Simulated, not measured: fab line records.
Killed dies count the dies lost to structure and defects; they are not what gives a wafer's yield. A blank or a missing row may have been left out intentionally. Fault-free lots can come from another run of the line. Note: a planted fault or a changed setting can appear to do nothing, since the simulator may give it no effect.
Matching of chambers	flow nand_harc	rie_diel-06 running NHARC_P_GATE_DESCUM_13: 3 sister chambers
The step chemistry O2, time 3 s. 3 wafers are shown with their chamber, then 6 later ones without.

## WAFERS, EACH WITH ITS CHAMBER
wafer	chamber	oes_product_au (a.u.)
L081.6	0	1.014
L088.1	3	0.999
L088.3	1	1.005

## WAFERS MISSING THEIR CHAMBER
wafer	oes_product_au (a.u.)
L088.4	0.992
L092.1	0.994
L092.2	0.994
L094.1	0.993
L094.4	0.970
L094.5	0.990

## CHAMBER TAKEN BY EACH
wafer	from the rows above	in truth
L088.4	can't be placed: 3 or 1 or 0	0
L092.1	can't be placed: 3 or 1 or 0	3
L092.2	can't be placed: 3 or 1 or 0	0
L094.1	can't be placed: 3 or 1 or 0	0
L094.4	can't be placed: 3 or 1 or 0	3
L094.5	can't be placed: 3 or 1 or 0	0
Correct placement for 0 of the 6. Not placeable from these rows: 6 (in 6, the candidates include the true chamber). Wrongly placed: 0.
How it was worked out, from the rows above alone: a wafer's distance from a chamber is the root of the sum, over the readings, of the square of ((its reading less the chamber's mean) divided by the reading's scatter). If the next closest chamber is less than 2 further off than the closest, the wafer can't be placed; otherwise it belongs to the closest. For every chamber, the mean is computed from those of its wafers that are shown. The scatter (one wafer shown for each chamber): square how far every hidden wafer sits from the nearest shown wafer, average those squares and take the square root.
